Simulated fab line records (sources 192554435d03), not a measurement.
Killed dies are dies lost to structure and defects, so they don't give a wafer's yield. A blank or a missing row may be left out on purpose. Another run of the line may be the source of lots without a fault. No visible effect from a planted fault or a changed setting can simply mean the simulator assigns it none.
Chamber matching + flow n5Finfet + cvdCo-02 running N5_BEOL_M11_CVD_75: 3 sister chambers
The step deposits Co from CCTBA/H2, target thk 2 nm, time 138.9 s. 14 wafers are shown with their chamber, then 6 later ones without.

## EACH WAFER AND ITS CHAMBER
| wafer  | chamber | runLengthS (s) |
|--------|---------|----------------|
| L317.1 | 0       | 162.4          |
| L317.2 | 1       | 161.9          |
| L317.5 | 0       | 162.4          |
| L319.2 | 2       | 161.4          |
| L319.3 | 0       | 162.5          |
| L319.6 | 1       | 162.1          |
| L320.1 | 2       | 161.3          |
| L320.2 | 1       | 162.2          |
| L320.6 | 2       | 161.3          |
| L326.1 | 0       | 162.6          |
| L326.2 | 2       | 161.6          |
| L326.6 | 2       | 162.0          |
| L329.1 | 1       | 162.2          |
| L329.5 | 2       | 162.1          |

SIGNATURES, as means of the wafers listed above
| reading    | chamber 0 | chamber 1 | chamber 2 | scatter within a chamber |
|------------|-----------|-----------|-----------|--------------------------|
| runLengthS | 162.475   | 162.100   | 161.617   | 0.255                    |
Rule: for a wafer and a chamber, the distance is found by dividing, reading by reading, the gap between the wafer's reading and the chamber's mean by the reading's scatter, squaring, summing and taking the root. The wafer belongs to the nearest chamber; if the next one is less than 2 further off, it can't be placed. The scatter is the square root of a quotient: the sum, over the shown wafers, of each reading's squared deviation from its chamber's mean, divided by wafers minus chambers.

## WAFERS WITHOUT THEIR CHAMBER
| wafer  | runLengthS (s) |
|--------|----------------|
| L329.6 | 162.3          |
| L331.2 | 161.9          |
| L331.4 | 162.7          |
| L333.3 | 162.3          |
| L333.5 | 162.3          |
| L333.6 | 162.2          |

## WHICH CHAMBER EACH ONE RAN IN
| wafer  | from the rows above          | in truth |
|--------|------------------------------|----------|
| L329.6 | can't be placed: 0 or 1 or 2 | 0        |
| L331.2 | can't be placed: 1 or 2 or 0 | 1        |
| L331.4 | can't be placed: 0 or 1      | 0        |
| L333.3 | can't be placed: 0 or 1 or 2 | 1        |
| L333.5 | can't be placed: 0 or 1 or 2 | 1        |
| L333.6 | can't be placed: 1 or 0 or 2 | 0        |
Correct placement for 0 of the 6. These rows do not allow placing 6 (true chamber among the candidates in 6). Wrongly placed: 0.
